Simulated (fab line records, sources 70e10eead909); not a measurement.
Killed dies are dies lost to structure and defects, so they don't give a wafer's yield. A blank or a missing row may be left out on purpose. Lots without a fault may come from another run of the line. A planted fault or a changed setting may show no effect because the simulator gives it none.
A struck lot beside a sound one | flow nand_harc | 14 steps out of a route of 1302
Sound: wafers L231.2, L231.3, L231.6. Struck: wafer L248.4. (L248.3, L248.5 of the same lot were not struck and are left out.) The cause comes at the end.
At each step with rows: each side's tool, then ch and its chambers, then its first start. Under that, the readings that differ: sound wafers | struck wafers | difference of the means | sigmas: that difference in standard deviations of wafers without a fault.
alike: readings whose means differ by less than 2 such deviations, and words and numbers that are the same on both sides. not compared: withheld readings, readings that some wafer has no value for, bounds like >300 that may hide the same value, and numbers for which the record gives no deviation and whose values overlap.
The two part at a step that has a row with sigmas, a row that says differs or no value, or rows on one side only. Numbers that don't overlap but have no deviation are shown without sigmas and don't part them. A reading that every wafer of one side lacks parts them only if that side has two wafers or more.

NHARC_A_ONON_D2_THK_MEAS_14: measures by ellipsometry.
  sound on film_metro-02, day 13 01:00; struck on film_metro-01, day 19 15:07
  alike: thk_nm
then, 2 steps without rows for these wafers: NHARC_A_ONON_D2_ANNEAL_15 (time 3600 s); NHARC_A_ONON_D2_DEP_16 (target thk 1000 nm).
NHARC_A_ONON_D2_THK_MEAS_18: measures by ellipsometry.
  sound on film_metro-02, day 13 09:03; struck on film_metro-01, day 19 22:31
  alike: thk_nm
then, 1 step without rows for these wafers: NHARC_A_ONON_D2_DEP_19 (target thk 1000 nm).
NHARC_A_ONON_D2_THK_MEAS_21: measures by ellipsometry.
  sound on film_metro-02, day 13 09:37; struck on film_metro-02, day 19 23:04
  alike: thk_nm
then, 1 step without rows for these wafers: NHARC_A_ONON_D2_DEP_22 (target thk 1000 nm).
NHARC_A_ONON_D2_THK_MEAS_24: measures by ellipsometry.
  sound on film_metro-01, day 13 10:11; struck on film_metro-01, day 19 23:38
  alike: thk_nm
then, 1 step without rows for these wafers: NHARC_A_ONON_D2_DEP_25 (target thk 1000 nm).
NHARC_A_ONON_D2_THK_MEAS_27: measures by ellipsometry.
  sound on film_metro-02, day 13 10:44; struck on film_metro-01, day 20 00:20
  reading     | sound       | struck | difference | sigmas
  thk_nm (nm) | 975 977 979 | 1003   | +26        | +2
then, 1 step without rows for these wafers: NHARC_A_ONON_D2_DEP_28 (target thk 1000 nm).
NHARC_A_ONON_D2_THK_MEAS_30: measures by ellipsometry.
  sound on film_metro-01, day 13 11:18; struck on film_metro-01, day 20 01:03
  reading     | sound       | struck | difference | sigmas
  thk_nm (nm) | 980 979 979 | 1009   | +30        | +3
NHARC_A_ONON_D2_DEP_33: deposits SiO2, target thk 200 nm.
  sound on pecvd-02 ch 1,2, day 13 11:24; struck on pecvd-03 ch 2, day 20 01:11
  reading                   | sound             | struck | difference | sigmas
  mfc_precursor_sccm (sccm) | 161.5 161.2 161.3 | 148.7  | -12.6      | -29
  alike: flow_sccm, heater_power_w, throttle_valve_pct
NHARC_A_ONON_D2_THK_MEAS_34: measures by ellipsometry.
  sound on film_metro-02, day 13 11:46; struck on film_metro-02, day 20 01:31
  reading     | sound       | struck | difference | sigmas
  thk_nm (nm) | 196 200 200 | 180    | -19        | -5

WHERE THEY PART
First at NHARC_A_ONON_D2_THK_MEAS_27; last, within this record, at NHARC_A_ONON_D2_THK_MEAS_34.

WHY: what the simulator had put in
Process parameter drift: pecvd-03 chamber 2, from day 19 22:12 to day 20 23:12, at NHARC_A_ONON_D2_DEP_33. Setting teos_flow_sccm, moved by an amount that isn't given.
